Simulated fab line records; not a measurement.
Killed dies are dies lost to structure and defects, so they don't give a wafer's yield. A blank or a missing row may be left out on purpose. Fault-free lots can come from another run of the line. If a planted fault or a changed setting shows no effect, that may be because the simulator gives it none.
Problem report, 8D (eight disciplines) form, completed by code -- flow nandHarc -- the parts of the form that need people (team, actions taken, sign-off) are left out

## 1. THE PROBLEM
At NHARC_A_ONON_D2_THK_MEAS_18, thkNm averages 701 nm over 6 wafers from 2 lots, while fault-free wafers read 999 nm, standard deviation 9.3. That is -32 standard deviations from the usual mean.
The step: measures by ellipsometry.
First seen on wafer L488.2, day 16 22:30, on filmMetro-01. The record holds 42 wafers of 14 lots with a number at this step. The rule behind "out" and "out of limits": a value lying over 4 standard deviations away from the usual mean. The rest of the wafers with a number are treated as sound.

## 2. WHAT IT IS, WHAT IT ISN'T
question,is,is not
which readings at this step,thkNm,-
which lots,"L488, L491","L480, L481, L482, L484, L493, L495, L497, L498, L499, L500, L501, L502"
which wafers of those lots,all that have a number,-
read on which gauges,"filmMetro-01, filmMetro-02",-
when,from day 16 22:30,"up to then (12 sound wafers); but 24 sound wafers of L493, L495, L497, L498, L499, L500, L501, L502 came after"

## 3. THE SUSPECTS, EACH WITH WHAT RULES IT OUT
Counting: a tool at a process step up to the reading stays a suspect if it ran every lot that is out and no sound lot after the first of them.
- the gauge at NHARC_A_ONON_D2_THK_MEAS_18 has been ruled out. The wafers that are out were read on 2 gauges (filmMetro-01, filmMetro-02).
- pecvdOnon-01 at NHARC_A_ONON_D2_DEP_16 (target thk 1000 nm): kept. It processed each lot that is out, first L488 at day 16 22:03, and no sound lot thereafter; up to then, the last sound lot it processed was L484 at day 14 22:12.
Left after counting: pecvdOnon-01 at NHARC_A_ONON_D2_DEP_16.

## 4. THE CAUSE (what the simulator had put in)
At NHARC_A_ONON_D2_DEP_16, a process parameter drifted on pecvdOnon-01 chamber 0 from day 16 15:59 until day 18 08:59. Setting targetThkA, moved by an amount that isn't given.
Only this tool survived the counting.

## 5. THE CHAIN OF EFFECTS, in route order
Each row: a reading whose mean over the struck wafers that have a number lies more than 3 standard deviations from the usual. Only readings for which the record gives a usual standard deviation are gone through. hours: the time from each lot's start at the first step in this table that gives one to its start at this step, as a median over the lots. sigmas: the change in usual standard deviations.
hours,step,reading,usual,on struck wafers,change,sigmas
0,NHARC_A_ONON_D2_THK_MEAS_18,thkNm,999 nm,701,-298,-32
299,NHARC_END_SORT_01,killedAtArray,55,672,+616,+31
299,NHARC_END_SORT_01,killedDies,60,677,+617,+29

## 6. WHAT WOULD HAVE CAUGHT IT SOONER
7 hours passed between the start of the fault at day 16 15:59 and the first reading out of limits at a measuring or inspecting step in this record, taken at day 16 22:30.
Lots out: 2; of these, L491 started NHARC_A_ONON_D2_DEP_16 on pecvdOnon-01 after day 16 22:30. A hold on the tool at that time would have spared it.
